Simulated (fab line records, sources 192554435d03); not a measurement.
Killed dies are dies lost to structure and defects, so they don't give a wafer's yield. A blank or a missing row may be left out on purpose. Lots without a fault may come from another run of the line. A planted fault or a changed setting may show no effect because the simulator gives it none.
One fault seen from 2 desks | flow n5_finfet | each desk has only its own numbers; what lay behind them comes last

THE METROLOGY DESK
What the gauges read, lot by lot, whatever tool the lot ran on: means of the sampled wafers that have a number. A lot is out of limits, marked OUT, if its mean lies more than 4 standard deviations from the usual mean; the brackets give that distance. Of its 12 readings 7 are shown: the one that was out of limits first, and those that lie furthest out on some lot.
Columns: A = ION_N at N5_BEOL_M4_RC_MEAS_101, usual 676 uA/um; B = ION_P at N5_BEOL_M4_RC_MEAS_101, usual 462 uA/um; C = SS_N at N5_BEOL_M4_RC_MEAS_101, usual 71.5 mV/dec; D = VT_N at N5_BEOL_M4_RC_MEAS_101, usual 249 mV; E = VT_P at N5_BEOL_M4_RC_MEAS_101, usual -250 mV; F = cd_nm at N5_BEOL_M12_CD_MEAS_17, usual 140.0 nm; G = trench_depth_nm at N5_BEOL_M12_OCD_MEAS_35, usual 319 nm
lot  | first seen here | A   | B   | C    | D   | E    | F     | G
L945 | day 8 08:06     | 685 | 467 | 72.0 | 246 | -249 | 138.4 | 318
L947 | day 8 10:57     | 679 | 452 | 71.6 | 251 | -255 | 139.1 | 316
L954 | day 10 05:56    | 672 | 452 | 71.4 | 249 | -256 | 138.3 | 292 (-5.4) OUT
L953 | day 10 12:07    | 670 | 458 | 70.3 | 251 | -251 | 135.6 | 287 (-6.5) OUT
L962 | day 11 16:50    | 677 | 463 | 71.8 | 248 | -249 | 139.2 | 320
L960 | day 12 00:33    | 673 | 463 | 71.7 | 251 | -250 | 138.3 | 322
L964 | day 12 20:24    | 657 | 451 | 71.0 | 255 | -256 | 137.0 | 319
L967 | day 13 22:52    | 665 | 463 | 72.0 | 250 | -248 | 142.4 | 322
This desk's finding: out of limits on L953, L954; first on L954, day 13 00:34 (trench_depth_nm at N5_BEOL_M12_OCD_MEAS_35). In limits: L945, L947, L962, L960, L964, L967.

THE TOOL OWNER'S DESK: rie_diel-06
The tool's own readings at N5_BEOL_M12_ETCH_59 (etches BARC in N2/H2, target depth 89 nm, overetch 26.7 nm, time 67.9 s): means of the sampled wafers that have a number, for each lot that ran on this tool. A lot is out of limits, marked OUT, if its mean lies more than 4 standard deviations from the usual mean; the brackets give that distance.
Columns: A = drypump_motor_current_A at N5_BEOL_M12_ETCH_59, usual 5.7 A; B = oes_product_au at N5_BEOL_M12_ETCH_59, usual 0.67 a.u.; C = rf_vpp_V at N5_BEOL_M12_ETCH_59, usual 524.0 V; D = showerhead_plenum_p_Torr at N5_BEOL_M12_ETCH_59, usual 2.55 Torr; E = throttle_valve_pct at N5_BEOL_M12_ETCH_59, usual 17.93 %
lot  | first seen here | A   | B    | C     | D    | E
L945 | day 10 21:50    | 5.6 | 0.67 | 523.5 | 2.52 | 17.67
L954 | day 12 22:58    | 5.4 | 0.57 | 522.0 | 2.48 | 18.11
L953 | day 12 23:58    | 5.8 | 0.57 | 525.2 | 2.62 | 18.02
L967 | day 16 12:47    | 5.7 | 0.77 | 524.4 | 2.56 | 17.82
This desk's finding: nothing out of limits on any of the 4 lots.

PUT TOGETHER
The metrology desk could have raised an alarm at day 13 00:34, on L953, L954.
The tool owner's desk saw nothing out of limits.
The tool owner's desk has L953, L954 on record, within its limits.
Of the lots named, all ran N5_BEOL_M12_ETCH_59 on rie_diel-06.

WHAT THE SIMULATOR HAD PUT IN
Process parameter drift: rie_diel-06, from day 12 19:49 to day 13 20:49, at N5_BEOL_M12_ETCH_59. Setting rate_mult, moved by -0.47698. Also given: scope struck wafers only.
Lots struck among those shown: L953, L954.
Hours from the fault's start to each desk's first reading out of limits: the metrology desk, 5.
